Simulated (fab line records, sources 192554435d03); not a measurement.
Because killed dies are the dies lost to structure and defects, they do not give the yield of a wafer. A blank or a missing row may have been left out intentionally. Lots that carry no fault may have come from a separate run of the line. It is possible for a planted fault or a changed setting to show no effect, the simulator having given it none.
3 desks looking at one fault + flow n5Finfet + each desk holds nothing but its own numbers, with what lay behind them at the end

== FROM THE METROLOGY DESK ==
What the gauges read, lot by lot, whatever tool the lot ran on: means of the sampled wafers that have a number. A lot is out of limits, marked OUT, if its mean lies more than 4 standard deviations from the usual mean; the brackets give that distance. Shown here are 7 of its 10 readings, the ones lying furthest out on some lot.
Columns: A = DIBL_P at N5_BEOL_M4_RC_MEAS_101, usual 36 mV/V; B = IOFF_N at N5_BEOL_M4_RC_MEAS_101, usual 0.16 nA/um; C = IOFF_P at N5_BEOL_M4_RC_MEAS_101, usual 0.21 nA/um; D = ION_P at N5_BEOL_M4_RC_MEAS_101, usual 462 uA/um; E = SS_P at N5_BEOL_M4_RC_MEAS_101, usual 73.2 mV/dec; F = VT_N at N5_BEOL_M4_RC_MEAS_101, usual 249 mV; G = VT_P at N5_BEOL_M4_RC_MEAS_101, usual -250 mV
| lot  | first seen here | A  | B    | C    | D   | E    | F   | G    |
|------|-----------------|----|------|------|-----|------|-----|------|
| L836 | day 12 07:51    | 36 | 0.12 | 0.21 | 462 | 72.8 | 252 | -247 |
| L841 | day 12 13:42    | 34 | 0.14 | 0.16 | 451 | 72.9 | 249 | -254 |
| L843 | day 12 22:52    | 34 | 0.13 | 0.16 | 446 | 72.8 | 253 | -256 |
| L845 | day 13 15:51    | 34 | 0.15 | 0.21 | 465 | 72.8 | 249 | -249 |
| L842 | day 13 23:03    | 40 | 0.22 | 0.26 | 470 | 74.5 | 247 | -249 |
| L852 | day 15 19:12    | 37 | 0.14 | 0.18 | 463 | 73.2 | 252 | -255 |
| L854 | day 17 04:29    | 37 | 0.16 | 0.22 | 457 | 73.5 | 250 | -250 |
| L856 | day 17 04:50    | 43 | 0.28 | 0.35 | 468 | 75.1 | 241 | -241 |
| L858 | day 17 10:15    | 40 | 0.21 | 0.26 | 463 | 73.7 | 246 | -248 |
Result from this desk: across the 9 lots, nothing is out of limits.

== AT THE TOOL OWNER'S DESK: cmp-01 ==
The tool's own readings at N5_BEOL_M1_CMP_52 (polishes, stops on SiOC, t overpolish 6.8 s, target thk 40 nm): means of the sampled wafers that have a number, for each lot that ran on this tool. A lot is out of limits, marked OUT, if its mean lies more than 4 standard deviations from the usual mean; the brackets give that distance.
Columns: A = barrierFieldEndpointS at N5_BEOL_M1_CMP_52, usual 24.8 s; B = motorCurrentA at N5_BEOL_M1_CMP_52, usual 6.2 A; C = overpolishRunS at N5_BEOL_M1_CMP_52, usual 6.800 s; D = timeToEndpointS at N5_BEOL_M1_CMP_52, usual 63 s
| lot  | first seen here | A    | B   | C     | D  |
|------|-----------------|------|-----|-------|----|
| L842 | day 9 12:36     | 24.9 | 5.9 | 6.797 | 58 |
| L852 | day 11 03:43    | 23.5 | 6.0 | 6.799 | 58 |
Result from this desk: across the 2 lots, nothing is out of limits.

== THE DEFECT DESK ==
Per lot, the means of the sampled wafers with a number show what the inspections along the route counted. A lot is out of limits, marked OUT, if its mean lies more than 4 standard deviations from the usual mean; the brackets give that distance.
Columns: A = rawDefectCount at N5_BEOL_M1_INSPECT_59, usual 74; B = rawDefectCount at N5_BEOL_M2_INSPECT_13, usual 408; C = rawDefectCount at N5_BEOL_M2_INSPECT_30, usual 414
| lot  | first seen here | A   | B   | C   |
|------|-----------------|-----|-----|-----|
| L836 | day 8 08:13     | 118 | 470 | 494 |
| L841 | day 9 09:33     | 94  | 405 | 402 |
| L843 | day 9 09:54     | 53  | 343 | 343 |
| L845 | day 9 12:54     | 62  | 377 | 402 |
| L842 | day 9 13:08     | 76  | 354 | 360 |
| L852 | day 11 04:15    | 165 | 476 | 493 |
| L854 | day 11 18:55    | 65  | 398 | 431 |
| L856 | day 12 02:41    | 80  | 427 | 423 |
| L858 | day 12 11:40    | 53  | 310 | 313 |
Result from this desk: across the 9 lots, nothing is out of limits.

== PUT TOGETHER ==
The metrology desk saw nothing out of limits.
The desk of the tool owner found nothing out of limits.
Nothing out of limits was seen by the defect desk.

== WHAT THE SIMULATOR HAD INSERTED ==
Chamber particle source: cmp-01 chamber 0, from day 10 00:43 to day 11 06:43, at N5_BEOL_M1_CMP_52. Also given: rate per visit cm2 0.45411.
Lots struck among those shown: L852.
